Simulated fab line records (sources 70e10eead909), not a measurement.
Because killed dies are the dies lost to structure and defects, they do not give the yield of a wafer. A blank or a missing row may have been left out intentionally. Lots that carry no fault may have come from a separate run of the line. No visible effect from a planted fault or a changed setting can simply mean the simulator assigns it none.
What tool caused it? + flow nandHarc + 6 lots, 18 wafers sampled, at 3 steps of a route of 1302

WHAT THE GAUGES READ, wafer by wafer
NHARC_A_ZERO_WELL_INSPECT_17.
| lot  | measured     | on               | rawDefectCount |
|------|--------------|------------------|----------------|
| L131 | day 7 03:17  | defectInspect-01 | 5 8 8          |
| L135 | day 8 19:27  | defectInspect-02 | 15 6 5         |
| L145 | day 12 23:32 | defectInspect-02 | 6 5 3          |
| L147 | day 13 21:46 | defectInspect-02 | 11 5 26        |
| L150 | day 15 08:44 | defectInspect-02 | 10 9 12        |
| L153 | day 16 12:11 | defectInspect-01 | 9 14 3         |

TOOL THAT RAN EACH LOT (tool first, then ch and the chambers of the sampled wafers, then the start)
| lot  | NHARC_P_BONDPAD_ANNEAL_28       | NHARC_A_ZERO_WELL_ETCH_13       |
|------|---------------------------------|---------------------------------|
| L131 | rtpAnneal-01 ch 0, day 6 23:37  | rieSi-01 ch 0,1,3, day 7 02:11  |
| L135 | rtpAnneal-02 ch 0, day 8 15:54  | rieSi-06 ch 0,2, day 8 18:22    |
| L145 | rtpAnneal-01 ch 0, day 12 19:54 | rieSi-06 ch 1,3, day 12 22:27   |
| L147 | rtpAnneal-01 ch 0, day 13 18:11 | rieSi-03 ch 0,2,3, day 13 20:41 |
| L150 | rtpAnneal-01 ch 0, day 15 05:11 | rieSi-01 ch 0,1,3, day 15 07:40 |
| L153 | rtpAnneal-02 ch 0, day 16 08:32 | rieSi-03 ch 0,1,2, day 16 11:06 |
- NHARC_P_BONDPAD_ANNEAL_28: time 90 s.
- NHARC_A_ZERO_WELL_ETCH_13: etches the open film in HBr/Cl2, target depth 120 nm, time 40.1 s.

THE ANSWER, worked out from the rows above alone
Rule: the usual values come from the lots themselves. Put in order of their means at a reading, lots are off if they are a third of the lots or fewer, leave a main group of 4 or more, and stand apart from it by a gap of 3 or more times the standard deviation of the main group's means; of several such gaps the widest counts. A main group whose means are all the same, to the digits that the tables above print for the reading, isn't used. A lot without any number at a reading at which 4 lots or more have one is off too. Any other lot the step has rows for is counted as sound.
None of the lots is off at any reading shown; this tells nothing.

WHAT THE SIMULATOR HAD PUT IN
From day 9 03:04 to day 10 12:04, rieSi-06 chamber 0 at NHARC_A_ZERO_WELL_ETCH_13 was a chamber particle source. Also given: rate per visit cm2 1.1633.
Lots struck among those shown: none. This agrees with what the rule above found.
